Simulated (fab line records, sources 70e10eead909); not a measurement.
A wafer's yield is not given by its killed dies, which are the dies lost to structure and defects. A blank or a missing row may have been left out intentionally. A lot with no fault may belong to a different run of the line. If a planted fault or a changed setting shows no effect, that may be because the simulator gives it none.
fab line records :: flow nandHarc
record:
  lots: 7
  wafers: 20
  lastDay: 33
route steps=1302 shown A_WL_FILL@960 END@1302
lots untouched by any fault: they come from a run of this same line in which no faults occurred
startH: hours from the record's first day to the start of the lot's first wafer shown :: waitH: how many hours have passed since the lot's step before this one :: " same as the row above :: L1.1+2: one row covering several wafers at once :: - no value, or no start given :: * or withheld: withheld :: < > ~ a bound
route shown NAME@n: NAME is a module with steps in the file, n the number in the route of the first one :: usual: mean/standard deviation of fault-free wafers :: same: alike in all rows :: chamber/n: place in a boat :: sites: per-site readings :: _std_site: how widely they spread, as a standard deviation :: _edge_site: inner sites' mean taken away from outer sites' mean :: radiusMm: how far each site lies from the wafer's centre :: mask NAME#n: copy n :: behind: the last tool/chamber to shape the wafer :: hold: reason for holding the lot/hours on hold/outcome of the hold :: device: transistor that didn't switch, given as n, p or np :: end of line: the same wafers' tests at the end of the route :: a step without rows: its recipe alone :: killed: not the wafer's yield, but the dies lost to structure and defects at the first sort :: map: shows each die of a wafer: x if killed, . if not, _ if none is there
set.NAME: the setting the step ran with; set.NAME@STEP: the setting that earlier step ran with :: model.NAME: the simulator's own value behind a step, which no gauge read
lots at selected steps of the route; one table per step, one row per wafer
services: from which hour (startH, from the record's first day; less than 0 if before it) a tool's chamber was out of use, for how many hours, and why
== steps ==
step: NHARC_A_WL_FILL_STRIP_28
recipe:
  timeS: 1200
  tempC: 72.5
  chemistry: postEtchResidueRemover
step: NHARC_A_WL_FILL_PRECLEAN_06
recipe:
  timeS: 300
  chemistry: DIW
step: NHARC_A_WL_FILL_SRD_07
step: NHARC_A_WL_FILL_ANNEAL_08
recipe:
  tempC: 450
  timeS: 1800
step: NHARC_A_WL_FILL_ALD_10
recipe:
  targetThkA: 500
  pulseTimeS: 10
  aldCycles: 500
  tempC: 300
  material: SiO2
usual:
  heaterPowerW: 446/38
  precursorPulseHeightRel: 1.002/0.02
lot.wafer: L371.1
tool: aldHk-03
chamber: 3
startH: 491.54
waitH: 0.1
heaterPowerW: 520
precursorPulseHeightRel: 1.010

lot.wafer: L371.2
tool: aldHk-03
chamber: 0
startH: 491.54
waitH: 0.1
heaterPowerW: 474
precursorPulseHeightRel: 0.980

lot.wafer: L371.6
tool: aldHk-03
chamber: 3
startH: 493.61
waitH: 2.1
heaterPowerW: 542
precursorPulseHeightRel: 1.002

lot.wafer: L370.3
tool: aldHk-02
chamber: 0
startH: 491.54
waitH: 0.0
heaterPowerW: 441
precursorPulseHeightRel: 0.989

lot.wafer: L370.2
tool: aldHk-02
chamber: 1
startH: 491.54
waitH: 0.0
heaterPowerW: 476
precursorPulseHeightRel: 1.006

lot.wafer: L370.1
tool: aldHk-02
chamber: 3
startH: 493.07
waitH: 1.6
heaterPowerW: 430
precursorPulseHeightRel: 1.008

lot.wafer: L384.1
tool: aldHk-02
chamber: 2
startH: 604.48
waitH: 0.1
heaterPowerW: 377
precursorPulseHeightRel: 0.974

lot.wafer: L384.3
tool: aldHk-02
chamber: 1
startH: 606.01
waitH: 1.6
heaterPowerW: 471
precursorPulseHeightRel: 1.008

lot.wafer: L384.5
tool: aldHk-02
chamber: 3
startH: 607.03
waitH: 2.6
heaterPowerW: 434
precursorPulseHeightRel: 1.007

lot.wafer: L385.3
tool: aldHk-04
chamber: 0
startH: 605.00
waitH: 0.6
heaterPowerW: 438
precursorPulseHeightRel: 1.002

lot.wafer: L385.2
tool: aldHk-04
chamber: 1
startH: 605.00
waitH: 0.6
heaterPowerW: 424
precursorPulseHeightRel: 1.016

lot.wafer: L385.6
tool: aldHk-04
chamber: 0
startH: 607.05
waitH: 2.6
heaterPowerW: 439
precursorPulseHeightRel: 0.997

lot.wafer: L383.2
tool: aldHk-02
chamber: 3
startH: 610.17
waitH: 1.1
heaterPowerW: 427
precursorPulseHeightRel: 1.028

lot.wafer: L383.6
tool: aldHk-02
chamber: 2
startH: 611.73
waitH: 2.7
heaterPowerW: 374
precursorPulseHeightRel: 0.992

lot.wafer: L386.3
tool: aldHk-02
chamber: 0
startH: 640.98
waitH: 0.7
heaterPowerW: 435
precursorPulseHeightRel: 0.984

lot.wafer: L386.2
tool: aldHk-02
chamber: 2
startH: 642.01
waitH: 1.7
heaterPowerW: 374
precursorPulseHeightRel: 0.997

lot.wafer: L386.6
tool: aldHk-02
chamber: 0
startH: 643.03
waitH: 2.7
heaterPowerW: 446
precursorPulseHeightRel: 0.980

lot.wafer: L392.4
tool: aldHk-04
chamber: 3
startH: 693.92
waitH: 1.8
heaterPowerW: 433
precursorPulseHeightRel: 1.016

lot.wafer: L392.1
tool: aldHk-04
chamber: 0
startH: 693.92
waitH: 1.8
heaterPowerW: 451
precursorPulseHeightRel: 1.023

lot.wafer: L392.6
tool: aldHk-04
chamber: 1
startH: 693.92
waitH: 1.8
heaterPowerW: 449
precursorPulseHeightRel: 0.969
step: NHARC_A_WL_FILL_ETCHBACK_16
recipe:
  targetDepthA: 1200
  timeS: 24
  c4f8FlowSccm: withheld
  o2FlowSccm: 8
  arFlowSccm: withheld
  rfW: 600
  biasW: 800
  chemistry: C4F8/O2/Ar
usual:
  oesProductAu: 0.988/0.024
  rfVppV: 723.3/3
lot.wafer: L370.3
tool: rieDiel-01
chamber: 0
startH: -
waitH: -
oesProductAu: 0.977
rfHoursCounterH: 4.1
rfVppV: 722.8

lot.wafer: L370.2
tool: rieDiel-01
chamber: 1
startH: -
waitH: -
oesProductAu: 0.971
rfHoursCounterH: 4.1
rfVppV: 727.6

lot.wafer: L370.1
tool: rieDiel-01
chamber: 2
startH: -
waitH: -
oesProductAu: 0.968
rfHoursCounterH: 2.9
rfVppV: 724.5

lot.wafer: L371.1
tool: rieDiel-05
chamber: 1
startH: -
waitH: -
oesProductAu: 0.980
rfHoursCounterH: 1.5
rfVppV: 724.4

lot.wafer: L371.2
tool: rieDiel-05
chamber: 2
startH: -
waitH: -
oesProductAu: 1.005
rfHoursCounterH: 1.5
rfVppV: 721.0

lot.wafer: L371.6
tool: rieDiel-05
chamber: 0
startH: -
waitH: -
oesProductAu: 1.002
rfHoursCounterH: -
rfVppV: 721.8

lot.wafer: L384.3
tool: rieDiel-05
chamber: 0
startH: -
waitH: -
oesProductAu: 0.976
rfHoursCounterH: 0.5
rfVppV: 724.0

lot.wafer: L384.1
tool: rieDiel-05
chamber: 1
startH: -
waitH: -
oesProductAu: 0.977
rfHoursCounterH: 0.6
rfVppV: 725.7

lot.wafer: L384.5
tool: rieDiel-05
chamber: 0
startH: -
waitH: -
oesProductAu: 0.988
rfHoursCounterH: -
rfVppV: 721.1

lot.wafer: L385.3
tool: rieDiel-08
chamber: 3
startH: -
waitH: -
oesProductAu: 1.010
rfHoursCounterH: 3.3
rfVppV: 719.9

lot.wafer: L385.2
tool: rieDiel-08
chamber: 0
startH: -
waitH: -
oesProductAu: 0.993
rfHoursCounterH: 1.8
rfVppV: 719.7

lot.wafer: L385.6
tool: rieDiel-08
chamber: 3
startH: -
waitH: -
oesProductAu: 1.017
rfHoursCounterH: -
rfVppV: 720.2

lot.wafer: L383.2
tool: rieDiel-08
chamber: 0
startH: -
waitH: -
oesProductAu: 1.013
rfHoursCounterH: 1.9
rfVppV: 719.2

lot.wafer: L383.6
tool: rieDiel-08
chamber: 0
startH: -
waitH: -
oesProductAu: 1.016
rfHoursCounterH: -
rfVppV: 719.3

lot.wafer: L386.2
tool: rieDiel-05
chamber: 0
startH: -
waitH: -
oesProductAu: 0.965
rfHoursCounterH: 1.1
rfVppV: 721.7

lot.wafer: L386.3
tool: rieDiel-05
chamber: 2
startH: -
waitH: -
oesProductAu: 0.979
rfHoursCounterH: 1.3
rfVppV: 721.1

lot.wafer: L386.6
tool: rieDiel-05
chamber: 0
startH: -
waitH: -
oesProductAu: 0.963
rfHoursCounterH: -
rfVppV: 721.6

lot.wafer: L392.4
tool: rieDiel-08
chamber: 3
startH: -
waitH: -
oesProductAu: 1.000
rfHoursCounterH: 7.5
rfVppV: 720.8

lot.wafer: L392.1
tool: rieDiel-08
chamber: 0
startH: -
waitH: -
oesProductAu: 1.007
rfHoursCounterH: 5.9
rfVppV: 719.9

lot.wafer: L392.6
tool: rieDiel-08
chamber: 3
startH: -
waitH: -
oesProductAu: 1.003
rfHoursCounterH: -
rfVppV: 719.0
step: NHARC_A_WL_FILL_STRIP_29
recipe:
  timeS: 20
  o2FlowSccm: 500
  arFlowSccm: 0
  biasW: 0
  chemistry: O2
usual:
  drypumpMotorCurrentA: 5.9/0.58
  oesProductAu: 0.994/0.014
  rfVppV: 57.7/0.79
  showerheadPlenumPTorr: 3.53/0.098
  throttleValvePct: 17.036/0.0092
lot.wafer: L370.1
tool: rieDiel-01
chamber: 0
startH: 496.27
waitH: 0.1
drypumpMotorCurrentA: 4.9
oesProductAu: 1.007
rfHoursCounterH: 4.1
rfVppV: 56.4
showerheadPlenumPTorr: 3.53
throttleValvePct: 17.035

lot.wafer: L370.2
tool: rieDiel-01
chamber: 1
startH: 496.27
waitH: 0.1
drypumpMotorCurrentA: 5.7
oesProductAu: 1.006
rfHoursCounterH: 4.1
rfVppV: 59.3
showerheadPlenumPTorr: 3.70
throttleValvePct: 17.033

lot.wafer: L370.3
tool: rieDiel-01
chamber: 2
startH: 496.27
waitH: 0.1
drypumpMotorCurrentA: 5.3
oesProductAu: 0.995
rfHoursCounterH: 2.9
rfVppV: 56.9
showerheadPlenumPTorr: 3.58
throttleValvePct: 17.049

lot.wafer: L371.2
tool: rieDiel-05
chamber: 2
startH: 496.30
waitH: 0.1
drypumpMotorCurrentA: 6.4
oesProductAu: 1.016
rfHoursCounterH: 1.5
rfVppV: 57.9
showerheadPlenumPTorr: 3.42
throttleValvePct: 17.039

lot.wafer: L371.1
tool: rieDiel-05
chamber: 3
startH: 496.30
waitH: 0.1
drypumpMotorCurrentA: 4.8
oesProductAu: 0.975
rfHoursCounterH: 1.6
rfVppV: 57.1
showerheadPlenumPTorr: 3.53
throttleValvePct: 17.036

lot.wafer: L371.6
tool: rieDiel-05
chamber: 1
startH: 496.30
waitH: 0.1
drypumpMotorCurrentA: 6.4
oesProductAu: 0.982
rfHoursCounterH: -
rfVppV: 57.4
showerheadPlenumPTorr: 3.59
throttleValvePct: 17.032

lot.wafer: L384.3
tool: rieDiel-05
chamber: 1
startH: 609.19
waitH: 0.1
drypumpMotorCurrentA: 6.4
oesProductAu: 0.978
rfHoursCounterH: 0.6
rfVppV: 57.4
showerheadPlenumPTorr: 3.58
throttleValvePct: 17.033

lot.wafer: L384.1
tool: rieDiel-05
chamber: 0
startH: 609.19
waitH: 0.1
drypumpMotorCurrentA: 5.4
oesProductAu: 0.981
rfHoursCounterH: 0.5
rfVppV: 57.9
showerheadPlenumPTorr: 3.48
throttleValvePct: 17.022

lot.wafer: L384.5
tool: rieDiel-05
chamber: 2
startH: 609.19
waitH: 0.1
drypumpMotorCurrentA: 6.4
oesProductAu: 1.004
rfHoursCounterH: -
rfVppV: 57.3
showerheadPlenumPTorr: 3.42
throttleValvePct: 17.041

lot.wafer: L385.2
tool: rieDiel-08
chamber: 3
startH: 609.21
waitH: 0.1
drypumpMotorCurrentA: 6.4
oesProductAu: 1.006
rfHoursCounterH: 3.3
rfVppV: 56.1
showerheadPlenumPTorr: 3.42
throttleValvePct: 17.028

lot.wafer: L385.3
tool: rieDiel-08
chamber: 2
startH: 609.21
waitH: 0.1
drypumpMotorCurrentA: 6.1
oesProductAu: 0.986
rfHoursCounterH: 3.2
rfVppV: 57.0
showerheadPlenumPTorr: 3.57
throttleValvePct: 17.027

lot.wafer: L385.6
tool: rieDiel-08
chamber: 3
startH: 609.21
waitH: 0.1
drypumpMotorCurrentA: 6.4
oesProductAu: 1.012
rfHoursCounterH: -
rfVppV: 58.7
showerheadPlenumPTorr: 3.42
throttleValvePct: 17.044

lot.wafer: L383.2
tool: rieDiel-08
chamber: 1
startH: 613.90
waitH: 0.1
drypumpMotorCurrentA: 6.3
oesProductAu: 0.997
rfHoursCounterH: 3.0
rfVppV: 58.9
showerheadPlenumPTorr: 3.67
throttleValvePct: 17.043

lot.wafer: L383.6
tool: rieDiel-08
chamber: 2
startH: 613.90
waitH: 0.1
drypumpMotorCurrentA: 6.2
oesProductAu: 0.990
rfHoursCounterH: -
rfVppV: 58.1
showerheadPlenumPTorr: 3.57
throttleValvePct: 17.026

lot.wafer: L386.2
tool: rieDiel-05
chamber: 3
startH: 645.19
waitH: 0.1
drypumpMotorCurrentA: 4.8
oesProductAu: 1.018
rfHoursCounterH: 1.1
rfVppV: 58.2
showerheadPlenumPTorr: 3.53
throttleValvePct: 17.042

lot.wafer: L386.3
tool: rieDiel-05
chamber: 0
startH: 645.19
waitH: 0.1
drypumpMotorCurrentA: 5.3
oesProductAu: 0.984
rfHoursCounterH: 1.1
rfVppV: 58.2
showerheadPlenumPTorr: 3.48
throttleValvePct: 17.038

lot.wafer: L386.6
tool: rieDiel-05
chamber: 0
startH: 645.19
waitH: 0.1
drypumpMotorCurrentA: 5.4
oesProductAu: 0.981
rfHoursCounterH: -
rfVppV: 57.2
showerheadPlenumPTorr: 3.48
throttleValvePct: 17.012

lot.wafer: L392.1
tool: rieDiel-08
chamber: 1
startH: 697.63
waitH: 0.1
drypumpMotorCurrentA: 6.3
oesProductAu: 0.989
rfHoursCounterH: 7.1
rfVppV: 59.4
showerheadPlenumPTorr: 3.67
throttleValvePct: 17.033

lot.wafer: L392.4
tool: rieDiel-08
chamber: 3
startH: 697.63
waitH: 0.1
drypumpMotorCurrentA: 6.5
oesProductAu: 0.988
rfHoursCounterH: 7.5
rfVppV: 57.4
showerheadPlenumPTorr: 3.42
throttleValvePct: 17.035

lot.wafer: L392.6
tool: rieDiel-08
chamber: 1
startH: 697.63
waitH: 0.1
drypumpMotorCurrentA: 6.3
oesProductAu: 0.992
rfHoursCounterH: -
rfVppV: 57.2
showerheadPlenumPTorr: 3.67
throttleValvePct: 17.049
step: NHARC_A_WL_FILL_ETCHBACK_17
recipe:
  targetDepthA: 40
  timeS: 26.7
  chemistry: Cl2/BCl3
usual:
  drypumpMotorCurrentA: 5.6/0.35
  oesProductAu: 0.993/0.011
lot.wafer: L370.1
tool: rieMetal-02
chamber: 1
startH: 496.36
waitH: -
drypumpMotorCurrentA: 6.0
oesProductAu: 0.987
rfHoursCounterH: 0.4

lot.wafer: L370.2
tool: rieMetal-02
chamber: 0
startH: 496.36
waitH: -
drypumpMotorCurrentA: 5.7
oesProductAu: 0.984
rfHoursCounterH: 0.4

lot.wafer: L370.3
tool: rieMetal-02
chamber: 1
startH: 496.36
waitH: -
drypumpMotorCurrentA: 6.0
oesProductAu: 0.985
rfHoursCounterH: -

lot.wafer: L371.2
tool: rieMetal-01
chamber: 0
startH: 496.40
waitH: -
drypumpMotorCurrentA: 5.5
oesProductAu: 1.015
rfHoursCounterH: 1.5

lot.wafer: L371.1
tool: rieMetal-01
chamber: 1
startH: 496.40
waitH: -
drypumpMotorCurrentA: 4.9
oesProductAu: 0.988
rfHoursCounterH: 1.5

lot.wafer: L371.6
tool: rieMetal-01
chamber: 0
startH: 496.40
waitH: -
drypumpMotorCurrentA: 5.5
oesProductAu: 1.004
rfHoursCounterH: -

lot.wafer: L384.1
tool: rieMetal-01
chamber: 1
startH: 609.28
waitH: -
drypumpMotorCurrentA: 5.0
oesProductAu: 0.990
rfHoursCounterH: 0.5

lot.wafer: L384.3
tool: rieMetal-01
chamber: 0
startH: 609.28
waitH: -
drypumpMotorCurrentA: 5.5
oesProductAu: 0.979
rfHoursCounterH: -

lot.wafer: L384.5
tool: rieMetal-01
chamber: 1
startH: 609.28
waitH: -
drypumpMotorCurrentA: 5.0
oesProductAu: 0.997
rfHoursCounterH: -

lot.wafer: L385.2
tool: rieMetal-03
chamber: 0
startH: 609.30
waitH: -
drypumpMotorCurrentA: 5.6
oesProductAu: 0.992
rfHoursCounterH: 1.3

lot.wafer: L385.3
tool: rieMetal-03
chamber: 1
startH: 609.30
waitH: -
drypumpMotorCurrentA: 5.9
oesProductAu: 0.995
rfHoursCounterH: -

lot.wafer: L385.6
tool: rieMetal-03
chamber: 1
startH: 609.30
waitH: -
drypumpMotorCurrentA: 5.8
oesProductAu: 0.990
rfHoursCounterH: -

lot.wafer: L383.2
tool: rieMetal-01
chamber: 1
startH: 613.99
waitH: -
drypumpMotorCurrentA: 5.0
oesProductAu: 0.987
rfHoursCounterH: 0.6

lot.wafer: L383.6
tool: rieMetal-01
chamber: 1
startH: 613.99
waitH: -
drypumpMotorCurrentA: 5.0
oesProductAu: 0.992
rfHoursCounterH: -

lot.wafer: L386.2
tool: rieMetal-03
chamber: 0
startH: 645.27
waitH: -
drypumpMotorCurrentA: 5.5
oesProductAu: 0.999
rfHoursCounterH: 2.0

lot.wafer: L386.3
tool: rieMetal-03
chamber: 1
startH: 645.27
waitH: -
drypumpMotorCurrentA: 5.8
oesProductAu: 1.003
rfHoursCounterH: -

lot.wafer: L386.6
tool: rieMetal-03
chamber: 1
startH: 645.27
waitH: -
drypumpMotorCurrentA: 5.8
oesProductAu: 1.003
rfHoursCounterH: -

lot.wafer: L392.1
tool: rieMetal-01
chamber: 1
startH: 697.71
waitH: -
drypumpMotorCurrentA: 4.9
oesProductAu: 1.008
rfHoursCounterH: 1.9

lot.wafer: L392.4
tool: rieMetal-01
chamber: 1
startH: 697.71
waitH: -
drypumpMotorCurrentA: 4.9
oesProductAu: 1.009
rfHoursCounterH: -

lot.wafer: L392.6
tool: rieMetal-01
chamber: 1
startH: 697.71
waitH: -
drypumpMotorCurrentA: 5.0
oesProductAu: 1.000
rfHoursCounterH: -
step: NHARC_A_WL_FILL_PRECLEAN_18
recipe:
  timeS: 30
  chemistry: dHF
step: NHARC_A_WL_FILL_SRD_21
step: NHARC_A_WL_FILL_CVD_23
recipe:
  targetThkA: 400
  tempC: 620
  pressureMtorr: 200
  timeS: 800
  material: poly-Si
step: NHARC_A_WL_FILL_ETCHBACK_26
recipe:
  targetDepthA: 520
  timeS: 13.3
  hbrFlowSccm: 150
  rfW: 350
  icpW: 350
  biasW: 60
  chemistry: HBr
usual:
  drypumpMotorCurrentA: 5.7/0.43
  hbrFlowSccm: 150.0/0.43
  oesProductAu: 0.996/0.014
  throttleValvePct: 23.265/0.009
lot.wafer: L370.2
tool: rieSi-04
chamber: 3
startH: 501.60
waitH: 0.4
drypumpMotorCurrentA: 5.7
hbrFlowSccm: 149.3
oesProductAu: 0.995
rfHoursCounterH: 1.1
throttleValvePct: 23.250

lot.wafer: L370.1
tool: rieSi-04
chamber: 1
startH: 501.60
waitH: 0.4
drypumpMotorCurrentA: 6.4
hbrFlowSccm: 149.9
oesProductAu: 1.012
rfHoursCounterH: 0.9
throttleValvePct: 23.271

lot.wafer: L370.3
tool: rieSi-04
chamber: 2
startH: 501.60
waitH: 0.4
drypumpMotorCurrentA: 5.3
hbrFlowSccm: 149.9
oesProductAu: 0.983
rfHoursCounterH: 0.9
throttleValvePct: 23.261

lot.wafer: L371.1
tool: rieSi-03
chamber: 1
startH: 501.62
waitH: 0.4
drypumpMotorCurrentA: 5.0
hbrFlowSccm: 149.7
oesProductAu: 0.977
rfHoursCounterH: 0.2
throttleValvePct: 23.283

lot.wafer: L371.2
tool: rieSi-03
chamber: 2
startH: 501.62
waitH: 0.4
drypumpMotorCurrentA: 5.4
hbrFlowSccm: 150.1
oesProductAu: 0.982
rfHoursCounterH: 0.2
throttleValvePct: 23.267

lot.wafer: L371.6
tool: rieSi-03
chamber: 0
startH: 501.62
waitH: 0.4
drypumpMotorCurrentA: 5.9
hbrFlowSccm: 150.7
oesProductAu: 1.018
rfHoursCounterH: -
throttleValvePct: 23.261

lot.wafer: L384.3
tool: rieSi-01
chamber: 3
startH: 614.39
waitH: 0.4
drypumpMotorCurrentA: 5.9
hbrFlowSccm: 150.4
oesProductAu: 1.012
rfHoursCounterH: 0.3
throttleValvePct: 23.274

lot.wafer: L384.1
tool: rieSi-01
chamber: 0
startH: 614.39
waitH: 0.4
drypumpMotorCurrentA: 5.7
hbrFlowSccm: 150.4
oesProductAu: 0.991
rfHoursCounterH: 0.4
throttleValvePct: 23.251

lot.wafer: L384.5
tool: rieSi-01
chamber: 0
startH: 614.39
waitH: 0.4
drypumpMotorCurrentA: 5.7
hbrFlowSccm: 150.7
oesProductAu: 0.978
rfHoursCounterH: -
throttleValvePct: 23.263

lot.wafer: L385.2
tool: rieSi-04
chamber: 2
startH: 614.40
waitH: 0.4
drypumpMotorCurrentA: 5.4
hbrFlowSccm: 150.2
oesProductAu: 0.890
rfHoursCounterH: 0.5
throttleValvePct: 23.261

lot.wafer: L385.3
tool: rieSi-04
chamber: 3
startH: 614.40
waitH: 0.4
drypumpMotorCurrentA: 5.7
hbrFlowSccm: 150.6
oesProductAu: 0.923
rfHoursCounterH: 0.5
throttleValvePct: 23.268

lot.wafer: L385.6
tool: rieSi-04
chamber: 1
startH: 614.40
waitH: 0.4
drypumpMotorCurrentA: 6.4
hbrFlowSccm: 149.9
oesProductAu: 0.905
rfHoursCounterH: -
throttleValvePct: 23.273

lot.wafer: L383.2
tool: rieSi-04
chamber: 3
startH: 619.60
waitH: 0.4
drypumpMotorCurrentA: 5.7
hbrFlowSccm: 150.6
oesProductAu: 0.925
rfHoursCounterH: 0.5
throttleValvePct: 23.269

lot.wafer: L383.6
tool: rieSi-04
chamber: 3
startH: 619.60
waitH: 0.4
drypumpMotorCurrentA: 5.7
hbrFlowSccm: 149.7
oesProductAu: 0.922
rfHoursCounterH: -
throttleValvePct: 23.265

lot.wafer: L386.3
tool: rieSi-04
chamber: 3
startH: 649.22
waitH: 0.4
drypumpMotorCurrentA: 5.7
hbrFlowSccm: 149.7
oesProductAu: 0.915
rfHoursCounterH: 0.7
throttleValvePct: 23.263

lot.wafer: L386.2
tool: rieSi-04
chamber: 2
startH: 649.22
waitH: 0.4
drypumpMotorCurrentA: 5.3
hbrFlowSccm: 150.1
oesProductAu: 0.893
rfHoursCounterH: 0.7
throttleValvePct: 23.270

lot.wafer: L386.6
tool: rieSi-04
chamber: 3
startH: 649.22
waitH: 0.4
drypumpMotorCurrentA: 5.7
hbrFlowSccm: 149.4
oesProductAu: 0.908
rfHoursCounterH: -
throttleValvePct: 23.258

lot.wafer: L392.4
tool: rieSi-01
chamber: 3
startH: 702.95
waitH: 0.4
drypumpMotorCurrentA: 6.0
hbrFlowSccm: 150.8
oesProductAu: 0.994
rfHoursCounterH: 1.1
throttleValvePct: 23.267

lot.wafer: L392.1
tool: rieSi-01
chamber: 1
startH: 702.95
waitH: 0.4
drypumpMotorCurrentA: 6.3
hbrFlowSccm: 150.0
oesProductAu: 0.982
rfHoursCounterH: 1.0
throttleValvePct: 23.260

lot.wafer: L392.6
tool: rieSi-01
chamber: 3
startH: 702.95
waitH: 0.4
drypumpMotorCurrentA: 6.0
hbrFlowSccm: 150.1
oesProductAu: 0.993
rfHoursCounterH: -
throttleValvePct: 23.271
step: NHARC_A_WL_FILL_PRECLEAN_30
recipe:
  timeS: 10
  chemistry: dHF
step: NHARC_END_SORT_01
recipe:
  tempC: 25
usual:
  killedAtArray: 52/16
  killedAtOther: 0.8/0.98
  killedAtPeriphery: 4.2/2.9
  killedDies: 57/16
  killedOpen: 3.3/1.9
  killedShort: 2.5/1.5
same:
  grossDies: 677
lot.wafer: L370.1
tool: prober-02
chamber: 0
startH: 579.84
waitH: 2.5
killedAtArray: 31
killedAtOther: 0
killedAtPeriphery: 4
killedDies: 35
killedOpen: 5
killedShort: 5

lot.wafer: L370.2
tool: prober-02
chamber: 0
startH: 580.64
waitH: 2.8
killedAtArray: 20
killedAtOther: 0
killedAtPeriphery: 3
killedDies: 23
killedOpen: 2
killedShort: 3

lot.wafer: L370.3
tool: prober-02
chamber: 0
startH: 581.45
waitH: 3.1
killedAtArray: 28
killedAtOther: 0
killedAtPeriphery: 4
killedDies: 32
killedOpen: 6
killedShort: 0
killed by level:class
L370.1 A_CHANNEL_HOLE_D2:chamberFilmFlake=18 P_GATE:chamberFilmFlake=3 A_STAIRCASE:chamberFilmFlake=2 P_M1:geometricParticle:open=1 A_CHANNEL_HOLE_D1:geometricParticle:short=1 A_CHANNEL_HOLE_D1:geometricParticle:open=1 A_CHANNEL_FILL_D1:geometricParticle:short=1 A_CHANNEL_FILL_D1:geometricParticle:open=1
L370.2 A_CHANNEL_HOLE_D2:chamberFilmFlake=15 P_CONTACT:geometricParticle:open=1 P_M0:geometricParticle:short=1 A_ONON_D1:geometricParticle:short=1 A_CHANNEL_FILL_D2:geometricParticle:short=1 A_CHANNEL_FILL_D2:geometricParticle:open=1 P_GATE:chamberFilmFlake=1 A_CHANNEL_HOLE_D1:chamberFilmFlake=1
L370.3 A_CHANNEL_HOLE_D2:chamberFilmFlake=15 A_CHANNEL_HOLE_D2:geometricParticle:open=3 P_GATE:chamberFilmFlake=3 A_CHANNEL_HOLE_D1:chamberFilmFlake=3 A_STAIRCASE:chamberFilmFlake=2 A_DECK1_JOINT:geometricParticle:open=1 A_CHANNEL_FILL_D2:geometricParticle:open=1 A_M0:geometricParticle:open=1
== services ==
tool: rieSi-01
chamber: 1
startH: 483.65
hours: 3.4
kind: repair

tool: rieDiel-01
chamber: 3
startH: 488.24
hours: 22.4
kind: repair

tool: rieDiel-01
chamber: 1
startH: 503.50
hours: 9.0
kind: repair

tool: rieDiel-05
chamber: -
startH: 515.92
hours: 0.3
kind: repair

tool: rieMetal-03
chamber: -
startH: 519.00
hours: 9.0
kind: pm

tool: rieSi-04
chamber: -
startH: 519.00
hours: 9.0
kind: pm

tool: aldHk-02
chamber: -
startH: 526.11
hours: 10.0
kind: pm

tool: rieDiel-08
chamber: -
startH: 544.81
hours: 9.0
kind: pm

tool: rieSi-01
chamber: -
startH: 547.00
hours: 9.0
kind: pm

tool: rieDiel-01
chamber: -
startH: 557.80
hours: 9.0
kind: pm

tool: rieDiel-08
chamber: 0
startH: 560.33
hours: 6.0
kind: repair

tool: rieMetal-01
chamber: -
startH: 575.00
hours: 9.0
kind: pm

tool: rieDiel-05
chamber: -
startH: 583.60
hours: 9.0
kind: pm

tool: rieDiel-08
chamber: 0
startH: 584.50
hours: 4.0
kind: repair

tool: rieDiel-01
chamber: 2
startH: 592.30
hours: 10.1
kind: repair

tool: aldHk-04
chamber: -
startH: 612.02
hours: 10.0
kind: pm

tool: rieDiel-01
chamber: 3
startH: 612.76
hours: 7.9
kind: repair

tool: rieDiel-08
chamber: -
startH: 623.87
hours: 1.1
kind: repair

tool: rieMetal-03
chamber: 1
startH: 666.54
hours: 7.5
kind: repair

tool: rieDiel-01
chamber: 2
startH: 668.06
hours: 8.4
kind: repair

tool: rieMetal-03
chamber: -
startH: 670.65
hours: 0.5
kind: repair

tool: rieSi-01
chamber: -
startH: 676.98
hours: 1.3
kind: repair

tool: rieMetal-03
chamber: -
startH: 696.00
hours: 9.0
kind: pm

tool: rieSi-04
chamber: -
startH: 696.00
hours: 9.0
kind: pm
== key ==
firstSign:
  step: NHARC_A_WL_FILL_ETCHBACK_26
  reading: oesProductAu
  direction: down
  sigmas: 6
  usual: 0.996
  struck: 0.910
effect none on later readings
metAt NHARC_A_WL_FILL_ETCHBACK_26
struckWafers L383.2,L383.6,L385.2,L385.3,L385.6,L386.2,L386.3,L386.6
rowsEnd L385.2,L385.3,L385.6
testerLeftOut L383,L386
onsetBetween 501.60 614.40
fault:
  kind: processParameterDrift
  tool: rieSi-04
  chamber: -
  onsetH: 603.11
  steps: NHARC_A_WL_FILL_ETCHBACK_26
  channel: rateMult
  offset: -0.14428
  shape: step
testerLeftOut: of these lots the tester's yield and bins aren't shown, on N5 and GAA mostly nor the transistor test; their killed dies are dies lost to structure and defects alone, not to doping, threshold or leakage, so they don't give the yield
rowsEnd: these wafers met a further fault down the route, and their rows from its step on are left out
